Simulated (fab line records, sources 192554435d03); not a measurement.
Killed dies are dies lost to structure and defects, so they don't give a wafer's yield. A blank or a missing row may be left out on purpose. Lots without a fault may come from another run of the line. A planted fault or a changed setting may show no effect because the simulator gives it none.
A struck lot beside a sound one | flow n5_finfet | 16 steps out of a route of 1938
Sound: wafers L251.2, L251.4, L251.6. Struck: wafers L265.1, L265.2, L265.5. The cause comes at the end.
At each step with rows: each side's tool, then ch and its chambers, then its first start. Under that, the readings that differ: sound wafers | struck wafers | difference of the means | sigmas: that difference in standard deviations of wafers without a fault.
alike: readings whose means differ by less than 2 such deviations, and words and numbers that are the same on both sides. not compared: withheld readings, readings that some wafer has no value for, bounds like >300 that may hide the same value, and numbers for which the record gives no deviation and whose values overlap.
The two part at a step that has a row with sigmas, a row that says differs or no value, or rows on one side only. Numbers that don't overlap but have no deviation are shown without sigmas and don't part them. A reading that every wafer of one side lacks parts them only if that side has two wafers or more.

N5_HKMG_FIN_STRIP_60: strips in N2/H2, time 360 s.
  sound on plasma_asher-02 ch 0,1, day 4 06:31; struck on plasma_asher-02 ch 0,1, day 7 20:35
  alike: drypump_motor_current_A, heater_power_w
  not compared: rf_hours_counter_h
then, 2 steps without rows for these wafers: N5_HKMG_FIN_WET_ETCH_77 (etches La2O3 in dHCl, stops on HfO2, target depth 2 nm); N5_HKMG_FIN_WET_ETCH_78 (etches Al2O3 in dNH4OH, stops on La2O3, target depth 4.5 nm, rinse time 30 s).
N5_HKMG_FIN_ALD_79: deposits TiN, target thk 1.5 nm, pulse time 1 s, purge time 3 s.
  sound on ald_metal-02 ch 0,1,2, day 4 06:59; struck on ald_metal-03 ch 0,1,2, day 7 21:05
  alike: ald_cycles, heater_power_w, precursor_pulse_height_rel, susceptor_temp_C
N5_HKMG_FIN_CVD_62: deposits a-Si from Si2H6, target thk 3 nm, time 20.8 s.
  sound on thermal_cvd_si-02 ch 0,1,2, day 4 07:21; struck on thermal_cvd_si-02 ch 1,2, day 7 21:26
  alike: heater_power_w, susceptor_temp_C
then, 5 steps without rows for these wafers: N5_HKMG_FIN_RTA_80 (time 2 s); N5_HKMG_FIN_PRECLEAN_64 (cleans in dHF, time 30 s); N5_HKMG_FIN_WET_ETCH_65 (etches a-Si in TMAH, stops on TiN, time 49 s, target depth 3 nm); N5_HKMG_FIN_WET_ETCH_81 (etches TiN in SC1, stops on HfO2, time 57 s, target depth 6 nm); N5_HKMG_FIN_WET_ETCH_82 (etches La2O3 in dHCl, stops on HfO2, target depth 2 nm, rinse time 30 s).
N5_HKMG_FIN_ALD_36: deposits TiN, target thk 1 nm, pulse time 1 s, purge time 3 s.
  sound on ald_metal-03 ch 0,1,3, day 4 07:53; struck on ald_metal-03 ch 0,3, day 7 21:59
  alike: ald_cycles, heater_power_w, precursor_pulse_height_rel, susceptor_temp_C
N5_HKMG_FIN_THK_MEAS_70: measures by xrf.
  sound on film_metro-02, day 4 08:10; struck on film_metro-02, day 7 22:16
  alike: HK_THK
N5_HKMG_FIN_PWFM_ALD_03: deposits TiN, target thk 2 nm, pulse time 1 s, purge time 3 s.
  sound on ald_metal-04 ch 0,1,3, day 4 08:13; struck on ald_metal-04 ch 0,1,2, day 7 22:18
  reading              | sound                | struck   | difference                    | sigmas
  ald_cycles           | 91 91 91             | 81 81 81 | -10                           |
  susceptor_temp_C (C) | 400.15 399.81 400.18 | - - -    | no value on the struck wafers |
  alike: heater_power_w, precursor_pulse_height_rel
then, 1 step without rows for these wafers: N5_HKMG_FIN_COAT_29 (time 60 s, resist thk 300 nm).
-- the record jumps here: 4 days lie between the struck wafers' starts before and after (it left off in module HKMG_FIN and takes up again in module BEOL_M4, whose first step shown is number 1111 of the route) --
N5_BEOL_M4_RC_MEAS_101:
  sound on prober-01 ch 0, day 8 10:46; struck on prober-01 ch 0, day 12 03:58
  alike: DIBL_N, DIBL_P, IOFF_N, IOFF_P, ION_N, ION_P, SS_N, SS_P, VT_N, VT_P
-- the record jumps here: 5 days lie between the struck wafers' starts before and after (it left off in module BEOL_M4 and takes up again in module PASSIVATION, whose first step shown is number 1936 of the route) --
N5_PASSIVATION_PROBE_49:
  sound on prober-02, day 13 08:02; struck on prober-01, day 17 13:26
  alike: defect_limited_yield, killed_at_M0_to_M3, killed_at_M4_up, killed_at_contacts, killed_at_front_end, killed_at_other, killed_dies, killed_open, killed_short, sort_bin_5_function, sort_bin_6_memory, sort_n_pass, sort_yield_pct

WHERE THEY PART
Only at N5_HKMG_FIN_PWFM_ALD_03, within this record. Later steps at which nothing parts them and some readings are alike: N5_BEOL_M4_RC_MEAS_101, N5_PASSIVATION_PROBE_49.

WHY: what the simulator had put in
Process parameter drift: ald_metal-04, from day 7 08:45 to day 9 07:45, at N5_HKMG_FIN_PWFM_ALD_03. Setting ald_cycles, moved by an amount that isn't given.
